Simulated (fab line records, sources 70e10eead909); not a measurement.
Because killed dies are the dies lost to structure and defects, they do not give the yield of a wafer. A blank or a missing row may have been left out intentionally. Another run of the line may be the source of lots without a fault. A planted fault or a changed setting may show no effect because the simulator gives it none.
Shared-tool check -- flow nand_harc -- 2 lots and 6 wafers in the sample

THE REASON FOR OPENING IT
On 2 of the 2 lots, a flag is raised at NHARC_END_SORT_01 on the reading killed_at_array. Wafers without a fault read 26, standard deviation 9.6.
Rule: a lot is flagged in two cases, either no wafer of it has a number, or all its wafers with numbers fall more than 4 standard deviations from that mean. The other lots count as sound.

lot,measured,on,"killed_at_array, wafer by wafer",flag
L230,day 22 18:03,prober-02,676 676 672,FLAGGED
L233,day 23 16:43,prober-01,658 664 666,FLAGGED
The mean of the flagged lots' numbers is 669, +643 from the usual (+67 standard deviations).

WHICH TOOL RAN EACH LOT
Before the reading, the record contains 3 process steps out of a 1159-step route. In each cell: the tool, then ch and the chambers that the sampled wafers went through, then the start.
lot,flag,NHARC_A_CONTACT_ETCH_111,NHARC_A_CONTACT_ETCH_117,NHARC_A_CONTACT_ETCH_121
L230,FLAGGED,"har_cap_etch-01 ch 0,1, day 19 18:27","har_cap_etch-01 ch 0,1, day 19 19:05","har_cap_etch-01 ch 0,1, day 19 19:27"
L233,FLAGGED,"har_cap_etch-01 ch 0,1, day 20 05:15","har_cap_etch-01 ch 0,1, day 20 05:53","har_cap_etch-01 ch 0,1, day 20 06:16"
What the steps here do:
- NHARC_A_CONTACT_ETCH_111: etches the open film in C4F8/O2/Ar, time 140 s, target depth 700 nm.
- NHARC_A_CONTACT_ETCH_117: etches the open film in C4F8/O2/Ar, time 94 s, target depth 922 nm.
- NHARC_A_CONTACT_ETCH_121: etches the open film in C4F8/O2/Ar, time 94 s, target depth 922 nm.
- NHARC_END_SORT_01

FLAGGED OVER TOTAL, TOOL BY TOOL (the gauges that took the reading come last)
step,tool,lots run,flagged,share of the flagged lots,sound lots run after its first flagged lot
NHARC_A_CONTACT_ETCH_111,har_cap_etch-01,2,2,all,0
NHARC_A_CONTACT_ETCH_117,har_cap_etch-01,2,2,all,0
NHARC_A_CONTACT_ETCH_121,har_cap_etch-01,2,2,all,0
NHARC_END_SORT_01,prober-01,1,1,some,0
NHARC_END_SORT_01,prober-02,1,1,some,0

THE TABLE: WHAT IT ALLOWS
har_cap_etch-01 at NHARC_A_CONTACT_ETCH_111, har_cap_etch-01 at NHARC_A_CONTACT_ETCH_117 and har_cap_etch-01 at NHARC_A_CONTACT_ETCH_121: these 3 rows of the table ran every flagged lot.
- har_cap_etch-01 at NHARC_A_CONTACT_ETCH_111: 2 of its 2 lots flagged. The start can't be narrowed down: in this sample, it ran no sound lot prior to its first flagged lot.
- har_cap_etch-01 at NHARC_A_CONTACT_ETCH_117: 2 of its 2 lots flagged. The start can't be narrowed down: in this sample, it ran no sound lot prior to its first flagged lot.
- har_cap_etch-01 at NHARC_A_CONTACT_ETCH_121: 2 of its 2 lots flagged. The start can't be narrowed down: in this sample, it ran no sound lot prior to its first flagged lot.
har_cap_etch-01 at NHARC_A_CONTACT_ETCH_111 and NHARC_A_CONTACT_ETCH_117 and NHARC_A_CONTACT_ETCH_121 is the single tool remaining.

WHAT THE SIMULATOR PUT IN
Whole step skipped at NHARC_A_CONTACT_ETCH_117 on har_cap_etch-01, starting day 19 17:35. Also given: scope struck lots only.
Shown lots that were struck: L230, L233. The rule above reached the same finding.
